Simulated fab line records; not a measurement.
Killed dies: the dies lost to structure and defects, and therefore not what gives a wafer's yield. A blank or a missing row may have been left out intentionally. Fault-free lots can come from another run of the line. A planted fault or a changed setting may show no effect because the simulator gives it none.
Chamber matching :: flow n5 finfet :: N5_FIN_SAQP_ETCH_34 on rie diel-03: 4 sister chambers
The step etches SiO2 in C4F6/O2, target depth 45 nm, time 15 s. 4 wafers are shown with their chamber, then 8 later ones without.

== WAFERS WITH THEIR CHAMBER ==
wafer: L083.6
chamber: 0
showerhead plenum p Torr (Torr): 2.75

wafer: L086.5
chamber: 1
showerhead plenum p Torr (Torr): 2.94

wafer: L086.6
chamber: 2
showerhead plenum p Torr (Torr): 2.83

wafer: L090.3
chamber: 3
showerhead plenum p Torr (Torr): 2.99

== WAFERS MISSING THEIR CHAMBER ==
wafer: L090.4
showerhead plenum p Torr (Torr): 2.74

wafer: L090.5
showerhead plenum p Torr (Torr): 2.83

wafer: L092.1
showerhead plenum p Torr (Torr): 2.74

wafer: L092.2
showerhead plenum p Torr (Torr): 2.93

wafer: L092.5
showerhead plenum p Torr (Torr): 2.83

wafer: L095.1
showerhead plenum p Torr (Torr): 2.99

wafer: L095.3
showerhead plenum p Torr (Torr): 2.74

wafer: L095.6
showerhead plenum p Torr (Torr): 2.74

== WHICH CHAMBER EACH ONE RAN IN ==
wafer: L090.4
from the rows above: 0
in truth: 0

wafer: L090.5
from the rows above: 2
in truth: 2

wafer: L092.1
from the rows above: 0
in truth: 0

wafer: L092.2
from the rows above: 1
in truth: 1

wafer: L092.5
from the rows above: 2
in truth: 2

wafer: L095.1
from the rows above: 3
in truth: 3

wafer: L095.3
from the rows above: 0
in truth: 0

wafer: L095.6
from the rows above: 0
in truth: 0
Correct placement for 8 of the 8. Left unplaced by these rows: 0. 0 placed wrongly.
How it was worked out, from the rows above alone: a wafer's distance from a chamber is the root of the sum, over the readings, of the square of ((its reading less the chamber's mean) divided by the reading's scatter). The wafer belongs to the nearest chamber; if the next one is less than 2 further off, it can't be placed. The mean given for a chamber averages the wafers shown for that chamber. The scatter (one wafer shown for each chamber): square how far every hidden wafer sits from the nearest shown wafer, average those squares and take the square root.
